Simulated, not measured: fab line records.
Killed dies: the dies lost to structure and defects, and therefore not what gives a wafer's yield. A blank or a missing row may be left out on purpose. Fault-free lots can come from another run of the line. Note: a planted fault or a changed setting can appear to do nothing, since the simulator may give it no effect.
Lot-split experiment ; flow n5_finfet ; 21 wafers read from 7 lots, route of 1938 steps

## THE SPLIT ITSELF
At N5_BEOL_M0_TRENCH_ETCH_107 (etches SiOC in C4F6/O2, target depth 32.8 nm, time 16.4 s), the setting target_depth_a was moved away from the recipe's 328 angstrom on 9 of the 21 wafers read, by -10.5% to +9.6%. For the rest of the wafers, this setting stayed at what the recipe calls for.

## FROM THE SPLIT ON TO THE READING: in between, the file shows 1 step
- N5_BEOL_M0_STRIP_142: strips in N2/H2, time 10 s

## THE READING
trench_depth_nm, in nm, at N5_BEOL_M0_OCD_MEAS_108. Fault-free wafers of this fab line usually give 32.7 nm, standard deviation 0.66 nm.

wafer;tool, chamber at the split;target_depth_a as run, angstrom;against the recipe;trench_depth_nm, nm;against lot-mates on the recipe
L077.2;rie_diel-02, 1;328;recipe;33.3;-
L077.4;rie_diel-02, 3,1;328;recipe;33.0;-
L077.6;rie_diel-02, 3,1;328;recipe;32.9;-
L081.1;rie_diel-02, 0;328;recipe;33.0;-
L081.2;rie_diel-02, 3;328;recipe;33.3;-
L081.3;rie_diel-02, 1;359.6;+9.6%;35.5;+2.4
L087.1;rie_diel-01, 0;328;recipe;32.9;-
L087.3;rie_diel-01, 3;304.3;-7.2%;31.4;-1.5
L087.6;rie_diel-01, 0;328;recipe;32.9;-
L088.3;rie_diel-06, 0;357.6;+9.0%;34.9;+1.9
L088.4;rie_diel-06, 3;328;recipe;33.0;-
L088.5;rie_diel-06, 2;357.6;+9.0%;35.6;+2.6
L089.2;rie_diel-06, 2;328;recipe;32.0;-
L089.3;rie_diel-06, 0;293.5;-10.5%;28.2;-3.8
L089.4;rie_diel-06, 3;293.5;-10.5%;28.7;-3.3
L094.2;rie_diel-02, 1,0;351.8;+7.3%;35.5;+2.8
L094.5;rie_diel-02, 3;328;recipe;32.7;-
L094.6;rie_diel-02, 1,0;351.8;+7.3%;34.6;+1.9
L097.1;rie_diel-01, 3;316.4;-3.5%;32.9;-0.1
L097.2;rie_diel-01, 0;328;recipe;33.2;-
L097.3;rie_diel-01, 2;328;recipe;32.9;-
Rows listing several chambers each stand for several wafers; the file does not say which wafer went through which chamber.

THE FIT
A straight line over all 21 wafers: trench_depth_nm changes by +0.315 nm for each +1% of target_depth_a; r = +0.95; the points scatter about the line by 0.61 nm.
The same after taking each lot's own level away (the mean of its wafers on the recipe; 21 wafers): +0.284 nm for each +1%; r = +0.97; scatter 0.41 nm.
That fit puts the effect of the largest move of target_depth_a on the reading at 3 nm.
The span of the lots' own levels, 32.00 to 33.15 nm, comes to 1.7 times the standard deviation stated above.
Hence the slope depends on the lot-to-lot level, as the two fits are not the same.
Check: with one of the wafers moved furthest among these (-10.5%) left out of the fit, the line predicts -2.74 nm for it against its lot-mates. Against them it came out at -3.8 nm.

## THESE WAFERS: OTHER SPLITS
These wafers also went through other splits before the reading. Each is held against what the fit with the lots' levels taken away leaves over:
other split on the same wafers;wafers away from the commonest value;r with trench_depth_nm (lot level and that fit taken away)
N5_GATE_CUT_HM_DEP_46 time_s;4;+0.05
N5_GATE_CUT_COAT_35 spin_rpm;7;-0.28
N5_MOL_CONTACT_COAG_VIA_ETCH_46 bias_w;4;+0.13
N5_BEOL_M0_SAQP_PECVD_96 time_s;3;-0.06
N5_BEOL_M0_SAQP_PEB_12 peb_time_s;7;+0.13
N5_BEOL_M0_ETCH_138 source_w;9;-0.46

## THE WHOLE CHAIN: every reading that the file lists as answering this split, in the file's order
step;what it does;reading;change (the file's fit);r (the file's)
N5_BEOL_M0_TRENCH_ETCH_107;etches SiOC in C4F6/O2, target depth 32.8 nm, time 16.4 s;BEOL_M0.feature_depth_nm (the simulator's own value, which no gauge read);+0.291 nm for each +1% of the setting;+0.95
N5_BEOL_M0_OCD_MEAS_108;;trench_depth_nm;+0.272 nm for each +1% of the setting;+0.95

## THE FILE'S OWN FIT
trench_depth_nm changes by +0.272 nm for each +1% of target_depth_a, r = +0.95.
